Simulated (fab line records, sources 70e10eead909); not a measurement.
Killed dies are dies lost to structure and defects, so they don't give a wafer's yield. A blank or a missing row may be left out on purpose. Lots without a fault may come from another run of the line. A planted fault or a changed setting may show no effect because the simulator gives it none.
Chamber matching | flow nand_harc | NHARC_P_M1_PRE_CLEAN_32 on pecvd-04: 3 sister chambers
The step time 12 s. 16 wafers are shown with their chamber, then 8 later ones without.

WAFERS WITH THEIR CHAMBER
wafer  | chamber | heater_power_w (W)
L078.1 | 0       | 510
L078.2 | 1       | 593
L078.3 | 2       | 765
L080.1 | 0       | 474
L080.2 | 1       | 696
L080.6 | 0       | 491
L081.2 | 2       | 706
L081.3 | 0       | 474
L081.5 | 0       | 480
L082.2 | 2       | 616
L082.3 | 0       | 571
L082.5 | 0       | 570
L084.1 | 1       | 598
L084.2 | 0       | 577
L084.6 | 2       | 669
L084.3 | 2       | 666

SIGNATURES (means of the wafers above)
reading        | chamber 0 | chamber 1 | chamber 2 | scatter within a chamber
heater_power_w | 518.38    | 629.00    | 684.40    | 51.2
Rule: a wafer's distance from a chamber is the root of the sum, over the readings, of the square of ((its reading less the chamber's mean) divided by the reading's scatter). The wafer belongs to the nearest chamber; if the next one is less than 2 further off, it can't be placed. The scatter: the root of (the sum of the squares of (reading less its chamber's mean) over the shown wafers, divided by (wafers less chambers)).

WAFERS WITHOUT THEIR CHAMBER
wafer  | heater_power_w (W)
L084.4 | 577
L084.5 | 584
L095.1 | 632
L095.2 | 707
L095.5 | 506
L097.1 | 683
L097.2 | 674
L097.4 | 681

WHICH CHAMBER EACH WENT THROUGH
wafer  | from the rows above          | in truth
L084.4 | can't be placed: 1 or 0 or 2 | 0
L084.5 | can't be placed: 1 or 0 or 2 | 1
L095.1 | can't be placed: 1 or 2      | 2
L095.2 | can't be placed: 2 or 1      | 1
L095.5 | 0                            | 0
L097.1 | can't be placed: 2 or 1      | 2
L097.2 | can't be placed: 2 or 1      | 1
L097.4 | can't be placed: 2 or 1      | 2
Placed correctly: 1 of 8. Can't be placed from these rows: 7 (the true chamber is among the candidates in 7). Placed wrongly: 0.
